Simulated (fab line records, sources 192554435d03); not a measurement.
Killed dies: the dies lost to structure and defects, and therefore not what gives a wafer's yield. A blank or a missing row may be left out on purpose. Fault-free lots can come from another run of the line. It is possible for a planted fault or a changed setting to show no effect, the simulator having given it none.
fab line records | flow n5Finfet | part 2 of 2: steps 5 to 6 of 6
record lots=23 wafers=69 lastDay=19
route steps=1938 shown HKMG_FIN@452 GATE_CUT@470
lots that met no fault: taken from a fault-free run of the same line
startH: hours from the record's opening day to when the first of the lot's shown wafers began | waitH: how many hours have passed since the lot's step before this one | " the same as in the row above | L1.1+2: a row that stands for several wafers | - no value, or no start was given | * or withheld: withheld | < > ~ a bound
route shown NAME@n: names a module that has steps shown in the file, with the first one's number in the route | usual: mean/standard deviation of fault-free wafers | same: alike in all rows | chamber/n: place in a boat | sites: each site's reading | _std_site: the values' standard deviation | _edge_site: mean of outer sites minus mean of inner sites | radiusMm: for every site, how far away it sits from the centre of the wafer | mask NAME#n: copy n | behind: the last tool/chamber to shape the wafer | hold: what put the lot on hold/how long, in hours/how the hold closed | device: the n, p or np transistor that did not switch | end of line: the same wafers' tests at the end of the route | a step without rows: its recipe alone | killed: at the first sort, the dies lost to defects and structure; wafer yield is something else | map: dies across one wafer; x = killed, . = not, _ = none there
set.NAME: the setting that was run; set.NAME@STEP: the one run at that earlier step | model.NAME: the simulator's own value behind a step, which no gauge read
the route's steps for a sample of lots (tables are steps, rows are wafers)
services: from which hour (startH, from the record's first day; less than 0 if before it) a tool's chamber was out of use, for how many hours, and why
## steps
# step N5_GATE_CUT_PECVD_57
# recipe material=SiNx targetThkA=210 tempC=400 precursor=SiH4/NH3/N2 pressureTorr=1.5 rfW=300
# usual heaterPowerW=767/96 rfFwdPowerW=297.4/1.1 showerheadPlenumPTorr=5.16/0.073 throttleValvePct=40.4/2.3
# columns lot.wafer tool chamber startH waitH heaterPowerW rfFwdPowerW showerheadPlenumPTorr throttleValvePct
L074.2 pecvd-04 0 80.57 1.1 825 295.1 5.05 39.1
L074.3 " 2 " " 825 296.7 5.06 36.3
L074.5 " 2 " " 846 298.8 5.06 36.2
L075.3 pecvd-04 0 89.98 1.1 904 299.0 5.03 39.0
L075.4 " 0 " " 923 299.0 5.04 39.0
L075.6 " 2 " " 906 297.3 5.03 36.3
L076.1 pecvd-04 2 104.66 1.1 954 297.6 5.06 36.2
L076.5 " 0 " " 904 298.3 5.03 38.9
L076.6 " 2 " " 984 298.3 5.07 36.5
L077.1 pecvd-03 2 110.70 1.1 705 297.5 5.15 38.5
L077.2 " 1 " " 635 299.6 5.18 40.6
L077.5 " 1 " " 611 297.6 5.19 40.3
L078.2 pecvd-03 1 113.02 1.1 685 299.1 5.18 40.4
L078.3 " 2 " " 846 297.4 5.17 38.2
L078.6 " 0 " " 724 296.3 5.25 40.2
L079.1 pecvd-02 1 119.06 1.1 695 296.0 5.18 42.5
L079.2 " 2 " " 685 297.7 5.19 42.6
L079.3 " 0 " " 870 297.5 5.22 39.6
L080.1 pecvd-02 1 121.21 1.1 641 297.2 5.17 42.7
L080.3 " 0 " " 809 296.2 5.22 39.6
L080.4 " 1 " " 651 295.0 5.19 42.7
L081.1 pecvd-02 2 129.19 1.1 807 297.7 5.19 42.4
L081.2 " 0 " " 763 298.7 5.22 39.3
L081.4 " 0 " " 795 299.1 5.21 39.6
L082.1 pecvd-04 0 130.66 1.1 830 296.7 5.03 39.1
L082.2 " 1 " " 659 295.9 5.22 43.7
L082.5 " 1 " " 672 297.5 5.23 43.9
L083.1 pecvd-04 1 139.24 1.1 749 295.6 5.22 43.8
L083.2 " 0 " " 786 297.9 5.03 38.6
L083.5 " 1 " " 730 297.2 5.20 43.5
L084.2 pecvd-02 1 144.86 1.1 700 297.9 5.17 42.5
L084.4 " 1 " " 690 297.4 5.18 42.6
L084.6 " 2 " " 689 296.9 5.18 42.1
L085.3 pecvd-03 1 151.81 1.1 702 298.3 5.19 40.2
L085.5 " 2 " " 786 296.2 5.15 38.5
L085.6 " 1 " " 725 297.5 5.17 40.2
L087.4 pecvd-02 0 164.52 1.1 894 298.5 5.23 39.6
L087.5 " 2 " " 758 298.4 5.18 42.4
L087.6 " 1 " " 612 296.8 5.17 42.5
L088.1 pecvd-03 1 169.54 1.1 629 297.8 5.18 40.3
L088.2 " 2 " " 729 297.5 5.16 38.3
L088.4 " 1 " " 618 300.0 5.18 40.1
L089.1 pecvd-04 2 175.03 1.1 817 297.1 5.05 36.6
L089.3 " 0 " " 927 297.7 5.04 39.0
L089.5 " 0 " " 922 299.5 5.04 38.7
L090.1 pecvd-03 1 180.53 1.1 614 299.0 5.17 40.4
L090.2 " 2 " " 823 297.8 5.18 38.4
L090.4 " 1 " " 598 298.7 5.17 40.3
L091.1 pecvd-02 2 187.26 1.1 701 298.9 5.19 42.3
L091.3 " 0 " " 833 297.0 5.19 39.6
L091.6 " 0 " " 818 297.5 5.21 39.7
L092.3 pecvd-04 1 195.75 1.1 671 298.6 5.21 44.0
L092.4 " 0 " " 804 296.4 5.03 38.8
L092.5 " 1 " " 682 297.5 5.22 43.7
L093.1 pecvd-04 0 199.11 1.1 809 295.4 5.02 39.0
L093.3 " 2 " " 800 297.9 5.04 36.7
L093.5 " 2 " " 808 296.7 5.05 36.7
L094.1 pecvd-02 1 205.57 1.1 732 298.5 5.16 42.7
L094.2 " 0 " " 871 296.9 5.22 40.1
L094.5 " 1 " " 735 297.4 5.15 42.7
L095.1 pecvd-04 0 211.30 1.1 956 296.7 5.03 39.1
L095.5 " 0 " " 943 297.9 5.04 39.0
L095.6 " 2 " " 894 296.5 5.04 36.8
L096.3 pecvd-04 1 219.16 1.1 766 297.1 5.22 43.8
L096.5 " 0 " " 954 295.9 5.03 38.9
L096.6 " 1 " " 775 298.4 5.23 43.6
L097.1 pecvd-03 2 222.76 1.1 755 296.5 5.16 38.8
L097.3 " 0 " " 737 296.2 5.26 40.0
L097.5 " 1 " " 598 296.7 5.19 40.1
# step N5_GATE_CUT_HM_DEP_46
# recipe material=SiO2 targetThkA=1300 tempC=400 precursor=TEOS/O2 pressureTorr=6.5 rfW=900 teosFlowSccm=161.4 gas=O2 flowSccm=2650 timeS=26.6
# usual heaterPowerW=569/100 rfFwdPowerW=891.6/2.8 showerheadPlenumPTorr=8.35/0.039 throttleValvePct=18.8/1
# columns lot.wafer tool chamber startH waitH heaterPowerW rfFwdPowerW showerheadPlenumPTorr throttleValvePct
L074.2 pecvd-02 0 80.98 0.0 623 891.3 8.38 18.4
L074.3 " 1 " " 502 897.3 8.37 19.8
L074.5 " 0 " " 658 896.6 8.39 18.2
L075.3 pecvd-03 1 90.38 0.0 494 890.0 8.38 18.8
L075.4 " 1 " " 494 891.3 8.37 19.2
L075.6 " 0 " " 542 893.0 8.41 18.5
L076.1 pecvd-03 0 105.07 0.0 510 893.8 8.38 18.6
L076.5 " 1 " " 398 895.4 8.38 18.9
L076.6 " 0 " " 528 895.2 8.40 18.6
L077.1 pecvd-02 1 111.11 0.0 451 890.7 8.37 19.8
L077.2 " 2 " " 511 895.7 8.34 19.7
L077.5 " 1 " " 451 887.4 8.37 19.9
L078.2 pecvd-02 2 113.42 0.0 507 891.4 8.35 19.7
L078.3 " 1 " " 407 888.2 8.33 19.8
L078.6 " 0 " " 581 892.3 8.38 18.5
L079.1 pecvd-04 0 119.47 0.0 654 892.5 8.30 18.0
L079.2 " 1 " " 548 894.3 8.39 20.6
L079.3 " 2 " " 755 886.1 8.29 17.0
L080.1 pecvd-04 1 121.62 0.0 520 891.6 8.37 20.4
L080.3 " 0 " " 603 886.9 8.30 18.2
L080.4 " 2 " " 679 889.3 8.30 17.0
L081.1 pecvd-03 0 129.60 0.0 548 890.4 8.41 18.8
L081.2 " 1 " " 436 893.3 8.37 18.9
L081.4 " 2 " " 597 887.5 8.34 17.8
L082.1 pecvd-02 1 131.09 0.0 426 896.8 8.36 19.8
L082.2 " 2 " " 543 891.7 8.36 19.7
L082.5 " 2 " " 541 892.2 8.37 20.0
L083.1 pecvd-02 1 139.66 0.0 489 890.3 8.37 20.0
L083.2 " 0 " " 614 889.4 8.38 18.4
L083.5 " 0 " " 603 891.9 8.38 18.7
L084.2 pecvd-04 1 145.26 0.0 563 897.6 8.38 20.3
L084.4 " 1 " " 578 895.6 8.40 20.5
L084.6 " 2 " " 632 892.2 8.31 17.1
L085.3 pecvd-04 2 152.23 0.1 666 894.1 8.30 17.3
L085.5 " 2 " " 700 895.7 8.29 16.9
L085.6 " 0 " " 724 893.2 8.29 18.4
L087.4 pecvd-04 0 164.94 0.1 558 893.0 8.27 17.8
L087.5 " 2 " " 728 892.8 8.31 17.0
L087.6 " 1 " " 521 890.0 8.39 20.5
L088.1 pecvd-04 0 169.95 0.0 576 892.1 8.28 18.4
L088.2 " 1 " " 495 894.8 8.40 20.4
L088.4 " 0 " " 591 891.9 8.29 18.4
L089.1 pecvd-03 2 175.45 0.0 607 884.2 8.36 17.7
L089.3 " 2 " " 622 887.6 8.36 18.2
L089.5 " 1 " " 437 892.0 8.38 18.8
L090.1 pecvd-03 0 180.94 0.0 500 887.6 8.40 18.5
L090.2 " 1 " " 381 893.7 8.36 18.9
L090.4 " 1 " " 371 896.8 8.35 18.6
L091.1 pecvd-04 2 187.67 0.0 752 887.5 8.33 16.8
L091.3 " 0 " " 697 894.7 8.29 18.2
L091.6 " 1 " " 470 889.0 8.39 20.5
L092.3 pecvd-02 0 196.18 0.1 677 893.2 8.38 18.5
L092.4 " 2 " " 594 891.1 8.37 19.8
L092.5 " 0 " " 677 896.3 8.38 18.8
L093.1 pecvd-03 0 199.65 0.0 416 890.9 8.38 18.9
L093.3 " 2 " " 537 891.3 8.35 17.9
L093.5 " 1 " " 407 896.9 8.37 18.7
L094.1 pecvd-02 0 206.14 0.0 616 890.7 8.37 18.6
L094.2 " 1 " " 393 891.6 8.36 19.7
L094.5 " 1 " " 419 890.6 8.34 19.8
L095.1 pecvd-02 0 211.71 0.0 676 893.2 8.37 18.4
L095.5 " 1 " " 484 893.4 8.34 19.6
L095.6 " 0 " " 526 893.2 8.39 18.6
L096.3 pecvd-02 1 219.58 0.1 447 888.2 8.37 20.0
L096.5 " 1 " " 461 892.7 8.37 19.8
L096.6 " 0 " " 634 890.7 8.38 18.7
L097.1 pecvd-04 2 223.17 0.0 733 891.1 8.31 17.0
L097.3 " 0 " " 720 890.7 8.28 18.3
L097.5 " 1 " " 581 889.3 8.37 20.2
## services
# columns tool chamber startH hours kind
rieDiel-06 - 55.42 2.8 pm
rieDiel-04 0 57.66 4.1 repair
rieDiel-05 3 59.32 3.6 repair
pecvd-03 1 65.74 4.3 repair
cmp-04 - 84.60 2.3 repair
rieDiel-05 2 86.52 6.5 repair
pecvd-02 - 92.64 0.8 repair
rieDiel-04 0 98.94 4.2 repair
cmp-03 - 106.47 6.9 pm
pecvd-04 - 110.51 0.4 repair
cmp-04 - 131.66 4.0 pm
rieDiel-06 - 132.24 0.2 repair
rieDiel-06 - 142.13 0.4 repair
rieDiel-04 0 148.13 4.3 repair
rieDiel-05 3 162.96 6.1 repair
cmp-03 - 173.83 1.4 repair
rieDiel-05 2 176.92 13.9 repair
rieDiel-06 0 177.68 4.9 repair
cmp-03 - 181.81 7.0 pm
rieDiel-06 - 185.73 0.7 repair
pecvd-02 2 196.28 4.4 repair
rieDiel-03 0 201.11 2.7 repair
cmp-04 - 214.01 0.5 repair
cmp-04 - 222.93 2.0 repair
